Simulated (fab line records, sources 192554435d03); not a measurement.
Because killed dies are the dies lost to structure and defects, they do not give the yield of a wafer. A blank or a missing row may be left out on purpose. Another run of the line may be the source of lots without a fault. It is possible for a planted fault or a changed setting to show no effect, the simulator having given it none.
fab line records    flow n5_finfet
[record] lots = 7  wafers = 39
route steps=1938 shown ZERO_LAYER@11 PMOS_HMC_CHANNEL_EPI@73 SD_EPI_N@288 MOL_CONTACT_COAG@542 BEOL_M0@738 BEOL_M2@902 BEOL_M3@981 BEOL_M4@1111
start_h: the number of hours between the record's first day and the start of the first shown wafer of the lot    wait_h: hours from the lot's prior step to this one    " unchanged from the row above    L1.1+2: a single row standing in for several wafers    - no value present, or no start provided    * or withheld: withheld    < > ~ a bound
route shown NAME@n: NAME is a module with steps in the file, n the number in the route of the first one    usual: the fault-free wafers' mean and standard deviation    same: alike in all rows    chamber/n: place in a boat    sites: per-site readings    _std_site: their standard deviation    _edge_site: the outer-site mean with the inner-site mean subtracted    radius_mm: for every site, how far away it sits from the centre of the wafer    mask NAME#n: copy n    behind: tool/chamber where the wafer was last shaped    hold: why the lot went on hold/how many hours it stayed there/how the hold came to an end    device: the n, p or np transistor that did not switch    end of line: at the end of the route, the tests of the same wafers    a step with no rows: only its recipe    killed: dies that structure and defects cost at the first sort, which is not the same as the wafer's yield    map: the dies of a wafer, with x for killed, . for not killed, _ for no die there
set.NAME: the run value of the setting; set.NAME@STEP: its run value at that earlier step    model.NAME: the simulator's own value behind a step, which no gauge read
lots whose settings were changed on purpose; a table a step, a row a wafer
[[steps]]
[step N5_ZERO_LAYER_DEVELOP_10]
[recipe] develop_time_s = 60  rinse_liquid = diw  dry = air_spin  dev_temp_c = 21
[step N5_PMOS_HMC_CHANNEL_EPI_ETCH_38]
[recipe] chemistry = CF4  target = SiO2  target_depth_a = 15  ion_energy_ev = 350  pressure_mtorr = 10  icp_w = 800  bias_w = 400  cf4_flow_sccm = 80
[step N5_SD_EPI_N_EPI_21]
[recipe] material = Si:P  dopant = P  temp_c = 680  pressure_torr = 255  time_s = 690
[step N5_MOL_CONTACT_COAG_PRECLEAN_111]
[recipe] chemistry = NF3:NH3  afs_cycles = 1  temp_c = 30  time_s = 20  sublimation_temp_c = 180  sublimation_time_s = 60  pressure_torr = 3  rf_power_w = 30
[step N5_BEOL_M0_SPUTTER_134]
[recipe] material = Cu  target_thk_a = 40  temp_c = -20  chamber_pressure_pa = 0.07  power_w = withheld  time_s = 7.37
[step N5_BEOL_M2_SURFACE_TREAT_85]
[recipe] gas = Ar  time_s = *  ion_energy_ev = *  ion_current_ma_cm2 = 0.5  pressure_mtorr = *  ar_flow_sccm = 30
[step N5_BEOL_M3_ETCH_41]
[recipe] chemistry = CH3F/O2  target = SiCN  target_depth_a = 299  taper_deg = 2  time_s = 52.5  ion_energy_ev = 120  mask_material = TiN  pressure_mtorr = 30  source_w = 395  bias_w = 75  Ar_flow_sccm = 150  CH3F_flow_sccm = 30  O2_flow_sccm = 20
[step N5_BEOL_M4_RC_MEAS_101]
[usual] REXT_N = 74.9/1.9  RS_SD_N = 28.5/0.4
lot.wafer  tool       chamber  start_h  wait_h  set.develop_time_s@ZERO_LAYER_DEVELOP_10  set.target_depth_a@PMOS_HMC_CHANNEL_EPI_ETCH_38  set.epi_growth_time_s@SD_EPI_N_EPI_21  set.time_s@MOL_CONTACT_COAG_PRECLEAN_111  set.target_thk_a@BEOL_M0_SPUTTER_134  set.time_s@BEOL_M2_SURFACE_TREAT_85  set.target_depth_a@BEOL_M3_ETCH_41  REXT_N[ohm.um]  RS_SD_N[ohm/sq]
L075.1     prober-02  0        170.00   0.0     27.73                                     10.48                                            850.7                                  20                                        40                                    *                                    233.7                               76.4            24.6
L075.2     "          0        "        "       60                                        10.48                                            690                                    20                                        30                                    *                                    233.7                               76.5            28.6
L075.3     "          0        "        "       60                                        15                                               850.7                                  14.34                                     30                                    *                                    299                                 74.1            24.4
L075.4     "          0        "        "       27.73                                     10.48                                            690                                    14.34                                     40                                    *                                    299                                 77.8            28.9
L075.5     "          0        "        "       60                                        15                                               690                                    20                                        30                                    *                                    299                                 77.2            28.6
L075.6     "          0        "        "       27.73                                     15                                               850.7                                  14.34                                     40                                    *                                    233.7                               75.6            24.9
L078.1     prober-01  0        193.90   0.0     60                                        15                                               690                                    20                                        40                                    *                                    365.9                               74.5            28.0
L078.2     "          0        "        "       60                                        15                                               371                                    9.083                                     40                                    *                                    365.9                               90.6            48.4
L078.3     "          0        "        "       60                                        17.34                                            690                                    20                                        40                                    *                                    299                                 75.9            27.6
L078.4     "          0        "        "       60                                        17.34                                            690                                    9.083                                     61.65                                 *                                    299                                 75.9            28.4
L078.5     "          0        "        "       60                                        15                                               371                                    9.083                                     61.65                                 *                                    365.9                               89.9            47.0
L078.6     "          0        "        "       60                                        17.34                                            371                                    20                                        61.65                                 *                                    299                                 91.2            48.1
L084.3     prober-01  0        225.68   0.3     60                                        15                                               690                                    20                                        40                                    *                                    299                                 72.2            28.8
L084.4     "          0        "        "       60                                        15                                               690                                    20                                        40                                    *                                    299                                 73.6            29.3
L084.5     "          0        "        "       60                                        15                                               690                                    20                                        40                                    *                                    299                                 73.5            29.0
L085.1     prober-01  0        235.41   0.0     60                                        15                                               1084                                   20                                        21.13                                 *                                    400.9                               70.9            20.7
L085.2     "          0        "        "       60                                        15                                               1084                                   24.41                                     21.13                                 *                                    299                                 73.4            20.9
L085.3     "          0        "        "       60                                        15                                               1084                                   20                                        40                                    *                                    299                                 70.5            20.8
L085.4     "          0        "        "       60                                        15                                               690                                    20                                        40                                    *                                    299                                 73.1            28.7
L085.5     "          0        "        "       60                                        15                                               690                                    24.41                                     21.13                                 *                                    400.9                               75.2            28.7
L085.6     "          0        "        "       60                                        15                                               690                                    24.41                                     40                                    *                                    400.9                               74.4            28.7
L086.1     prober-02  0        248.20   0.0     60                                        15                                               690                                    15.13                                     60.4                                  *                                    299                                 78.5            28.8
L086.2     "          0        "        "       86.9                                      10.86                                            299.7                                  20                                        60.4                                  *                                    446.9                               95.3            61.4
L086.3     "          0        "        "       86.9                                      10.86                                            299.7                                  15.13                                     40                                    *                                    446.9                               96.5            61.6
L086.4     "          0        "        "       60                                        10.86                                            690                                    15.13                                     40                                    *                                    299                                 77.1            28.9
L086.5     "          0        "        "       60                                        15                                               299.7                                  20                                        60.4                                  *                                    299                                 96.0            61.2
L086.6     "          0        "        "       86.9                                      15                                               690                                    20                                        40                                    *                                    446.9                               76.4            29.5
L087.1     prober-02  0        250.89   0.0     60                                        15                                               690                                    25.34                                     40                                    *                                    232.4                               79.8            28.9
L087.2     "          0        "        "       91.11                                     15                                               690                                    20                                        40                                    *                                    299                                 78.7            28.5
L087.3     "          0        "        "       60                                        15                                               690                                    20                                        47.3                                  *                                    232.4                               78.5            28.3
L087.4     "          0        "        "       60                                        15                                               489.3                                  20                                        47.3                                  *                                    299                                 86.8            36.8
L087.5     "          0        "        "       91.11                                     15                                               489.3                                  25.34                                     47.3                                  *                                    299                                 86.5            36.6
L087.6     "          0        "        "       91.11                                     15                                               489.3                                  25.34                                     40                                    *                                    232.4                               87.2            37.1
L090.1     prober-01  0        285.46   0.0     60                                        12.16                                            690                                    24.72                                     31.05                                 *                                    474.1                               76.1            28.2
L090.2     "          0        "        "       60                                        15                                               690                                    24.72                                     40                                    *                                    474.1                               76.0            28.4
L090.3     "          0        "        "       60                                        12.16                                            690                                    20                                        31.05                                 *                                    299                                 75.4            27.9
L090.4     "          0        "        "       94.91                                     15                                               690                                    20                                        31.05                                 *                                    299                                 77.2            28.1
L090.5     "          0        "        "       94.91                                     12.16                                            690                                    24.72                                     40                                    *                                    299                                 75.4            28.0
L090.6     "          0        "        "       94.91                                     15                                               690                                    20                                        40                                    *                                    474.1                               75.9            28.1
[[key]]
[split] step = N5_ZERO_LAYER_DEVELOP_10  setting = develop_time_s  stated_as = 60
response none clear
[split] step = N5_PMOS_HMC_CHANNEL_EPI_ETCH_38  setting = target_depth_a  stated_as = 15
response none clear
[split] step = N5_SD_EPI_N_EPI_21  setting = epi_growth_time_s  stated_as = 690
[response] step = N5_BEOL_M4_RC_MEAS_101  reading = RS_SD_N  slope = -0.338  per = 1%  together_with = all  explained = 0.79
[response] step = N5_BEOL_M4_RC_MEAS_101  reading = REXT_N  slope = -0.214  per = 1%  together_with = all  explained = 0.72
[split] step = N5_MOL_CONTACT_COAG_PRECLEAN_111  setting = time_s  stated_as = 20
response none clear
[split] step = N5_BEOL_M0_SPUTTER_134  setting = target_thk_a  stated_as = 40
response none clear
[split] step = N5_BEOL_M2_SURFACE_TREAT_85  setting = time_s  stated_as = *
response none clear
[split] step = N5_BEOL_M3_ETCH_41  setting = target_depth_a  stated_as = 299
response none clear
